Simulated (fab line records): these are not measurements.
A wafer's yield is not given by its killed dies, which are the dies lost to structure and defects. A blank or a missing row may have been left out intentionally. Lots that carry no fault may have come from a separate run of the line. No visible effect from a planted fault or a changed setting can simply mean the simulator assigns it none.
Problem report, 8D (eight disciplines) form, completed by code / flow n5 finfet / the parts of the form that need people (team, actions taken, sign-off) are left out

== 1. WHAT IS WRONG ==
run length s at N5_BEOL_M2_CVD_47 reads a mean of 106.3 s on 1 wafer of 1 lot; wafers without a fault read 246.4 s with a standard deviation of 0.5. So: -99 or more standard deviations from the usual mean.
The step: deposits Co from CCTBA/H2, target thk 3 nm, time 223.8 s.
First observed at day 7 02:40: wafer L303.3, on cvd co-01. The record has a number at this step for 33 wafers belonging to 11 lots. By rule, "out" or "out of limits" means more than 4 standard deviations away from the usual mean. Any other wafer with a number is counted as sound.

== 2. WHAT IT IS; WHAT IT IS NOT ==
question=which readings at this step | is=run length s | is not=-
question=which lots | is=L303 | is not=L301, L302, L315, L316, L317, L318, L319, L321, L322, L323
question=which wafers of those lots | is=L303.3 | is not=L303.4, L303.5
question=read on which tools | is=cvd co-01 | is not=cvd co-02
question=when | is=from day 7 02:40 | is not=up to then (8 sound wafers); but 24 sound wafers of L315, L316, L317, L318, L319, L321, L322, L323 came after

== 3. THE SUSPECTS, EACH WITH WHAT RULES IT OUT ==
Counting: a tool at a process step up to the reading stays a suspect if it ran every lot that is out. Sound lots after the first of them don't rule it out here, since some wafers of a struck lot are sound.
- cvd co-01 at N5_BEOL_M2_CVD_47 (deposits Co from CCTBA/H2, target thk 3 nm, time 223.8 s): kept. L303, the lot that is out, went through it at day 7 02:40; up to then, the latest sound lot through it was L301 at day 6 21:52. On those wafers its own readings are out: run length s.
- The sound lot-mates ran in chamber 2 of cvd co-01 at N5_BEOL_M2_CVD_47, but the wafers that are out ran in chamber 1.
The count leaves cvd co-01 at N5_BEOL_M2_CVD_47.

== 4. THE CAUSE (what the simulator had put in) ==
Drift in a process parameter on cvd co-01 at N5_BEOL_M2_CVD_47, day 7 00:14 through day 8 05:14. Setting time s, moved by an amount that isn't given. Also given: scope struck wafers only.
Only this tool survived the counting.

== 5. THE CHAIN OF EFFECTS, in route order ==
Rows list readings where the struck wafers' mean (over those with a number) sits beyond 3 standard deviations from the usual. Only readings for which the record gives a usual standard deviation are gone through. hours: the time from each lot's start at the first step in this table that gives one to its start at this step, as a median over the lots. sigmas: the change in usual standard deviations.
hours=0; step=N5_BEOL_M2_CVD_47; reading=run length s; usual=246.4 s; on struck wafers=106.3; change=-140.1; sigmas=-99 or more
The process steps in it:
- N5_BEOL_M2_CVD_47: deposits Co from CCTBA/H2, target thk 3 nm, time 223.8 s.
Later steps that measure or inspect, where all struck wafers having a row at the step show a number for every such reading and not one has moved that far: N5_BEOL_M4_RC_MEAS_101.

== 6. WHAT WOULD HAVE CAUGHT IT SOONER ==
2 hours passed between the start of the fault at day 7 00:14 and the first reading out of limits in this record, taken at day 7 02:40.
